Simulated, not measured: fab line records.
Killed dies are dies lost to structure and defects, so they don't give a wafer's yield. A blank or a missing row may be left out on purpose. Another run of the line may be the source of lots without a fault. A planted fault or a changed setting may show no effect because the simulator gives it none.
Chamber matching || flow n5-finfet || 3 sister chambers for N5_BEOL_M3_PRE_CLEAN_60 on cvd-co-02
The step time 15 s. 3 wafers are shown with their chamber, then 7 later ones without.

## WAFERS PAIRED WITH THEIR CHAMBERS
{"wafer": "L401.4", "chamber": 1, "heater-power-w (W)": 66}
{"wafer": "L402.2", "chamber": 0, "heater-power-w (W)": 113}
{"wafer": "L402.4", "chamber": 2, "heater-power-w (W)": 52}

## WAFERS WITHOUT THEIR CHAMBER
{"wafer": "L402.5", "heater-power-w (W)": 111}
{"wafer": "L403.2", "heater-power-w (W)": 53}
{"wafer": "L403.3", "heater-power-w (W)": 68}
{"wafer": "L403.4", "heater-power-w (W)": 68}
{"wafer": "L407.1", "heater-power-w (W)": 52}
{"wafer": "L407.2", "heater-power-w (W)": 114}
{"wafer": "L407.5", "heater-power-w (W)": 113}

## CHAMBER TAKEN BY EACH
{"wafer": "L402.5", "from the rows above": 0, "in truth": 0}
{"wafer": "L403.2", "from the rows above": 2, "in truth": 2}
{"wafer": "L403.3", "from the rows above": 1, "in truth": 1}
{"wafer": "L403.4", "from the rows above": 1, "in truth": 1}
{"wafer": "L407.1", "from the rows above": 2, "in truth": 2}
{"wafer": "L407.2", "from the rows above": 0, "in truth": 0}
{"wafer": "L407.5", "from the rows above": 0, "in truth": 0}
Correctly placed: 7 of 7. Left unplaced by these rows: 0. Placed wrongly: 0.
How it was worked out, from the rows above alone: a wafer's distance from a chamber is the root of the sum, over the readings, of the square of ((its reading less the chamber's mean) divided by the reading's scatter). The wafer belongs to the nearest chamber; if the next one is less than 2 further off, it can't be placed. The mean given for a chamber averages the wafers shown for that chamber. The scatter: root of mean squared gap, hidden wafer to nearest shown wafer, with one shown wafer a chamber.
